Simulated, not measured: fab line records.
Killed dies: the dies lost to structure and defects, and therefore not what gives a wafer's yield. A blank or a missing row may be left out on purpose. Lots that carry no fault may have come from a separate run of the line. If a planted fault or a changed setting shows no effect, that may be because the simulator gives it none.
Chamber matching | flow nand harc | NHARC_A_BLC_DESCUM_15 on rie diel-11 has 4 sister chambers
The step chemistry O2, time 3 s. 4 wafers are shown with their chamber, then 12 later ones without.

WAFERS WITH THEIR CHAMBER
wafer  | chamber | showerhead plenum p Torr (Torr)
L089.1 | 2       | 2.03
L091.6 | 0       | 1.80
L088.3 | 3       | 2.04
L088.6 | 1       | 1.78

WAFERS WITHOUT THEIR CHAMBER
wafer  | showerhead plenum p Torr (Torr)
L090.1 | 2.04
L090.2 | 1.80
L090.3 | 1.77
L092.1 | 2.03
L092.3 | 2.04
L092.4 | 2.03
L096.1 | 2.04
L096.3 | 1.77
L096.5 | 2.03
L097.1 | 2.03
L097.2 | 2.04
L097.3 | 1.80

CHAMBER TAKEN BY EACH
wafer  | from the rows above | in truth
L090.1 | 3                   | 3
L090.2 | 0                   | 0
L090.3 | 1                   | 1
L092.1 | 2                   | 2
L092.3 | 3                   | 3
L092.4 | 2                   | 2
L096.1 | 3                   | 3
L096.3 | 1                   | 1
L096.5 | 2                   | 2
L097.1 | 2                   | 2
L097.2 | 3                   | 3
L097.3 | 0                   | 0
12 of 12 placed correctly. From these rows, 0 cannot be placed. Number placed wrongly: 0.
How it was worked out, from the rows above alone: a wafer's distance from a chamber is the root of the sum, over the readings, of the square of ((its reading less the chamber's mean) divided by the reading's scatter). The wafer belongs to the nearest chamber; if the next one is less than 2 further off, it can't be placed. Each chamber's mean is taken over the wafers shown for it. The scatter: with one shown wafer a chamber, the root of the mean of the squares of how far each hidden wafer lies from its nearest shown one.
